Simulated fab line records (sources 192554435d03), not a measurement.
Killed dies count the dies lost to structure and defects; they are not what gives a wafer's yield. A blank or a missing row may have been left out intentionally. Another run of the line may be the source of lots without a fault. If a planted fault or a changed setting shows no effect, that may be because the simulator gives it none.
Chamber matching	flow n5Finfet	N5_MOL_CONTACT_COAG_ALD_131 on aldSin-04: 4 sister chambers
The step deposits SiO2, target thk 5 nm, pulse time 1 s, co reactant pulse time 1 s. 4 wafers are shown with their chamber, then 8 later ones without.

== EACH WAFER AND ITS CHAMBER ==
wafer	chamber	heaterPowerW (W)
L081.1	1	76
L087.1	3	76
L087.6	2	87
L089.1	0	73

== WAFERS WHOSE CHAMBER IS MISSING ==
wafer	heaterPowerW (W)
L089.2	78
L089.5	87
L092.3	79
L092.5	78
L092.6	87
L095.1	89
L095.3	80
L095.6	89

== WHICH CHAMBER EACH WENT THROUGH ==
wafer	from the rows above	in truth
L089.2	can't be placed: 1 or 3 or 0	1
L089.5	2	2
L092.3	can't be placed: 1 or 3 or 0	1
L092.5	can't be placed: 1 or 3 or 0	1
L092.6	2	2
L095.1	2	2
L095.3	can't be placed: 1 or 3 or 0 or 2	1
L095.6	2	2
4 of 8 placed correctly. Not placeable from these rows: 4 (in 4, the candidates include the true chamber). Wrongly placed: 0.
How it was worked out, from the rows above alone: a wafer's distance from a chamber is the root of the sum, over the readings, of the square of ((its reading less the chamber's mean) divided by the reading's scatter). If the next closest chamber is less than 2 further off than the closest, the wafer can't be placed; otherwise it belongs to the closest. Each chamber's mean is taken over the wafers shown for it. The scatter: root of mean squared gap, hidden wafer to nearest shown wafer, with one shown wafer a chamber.
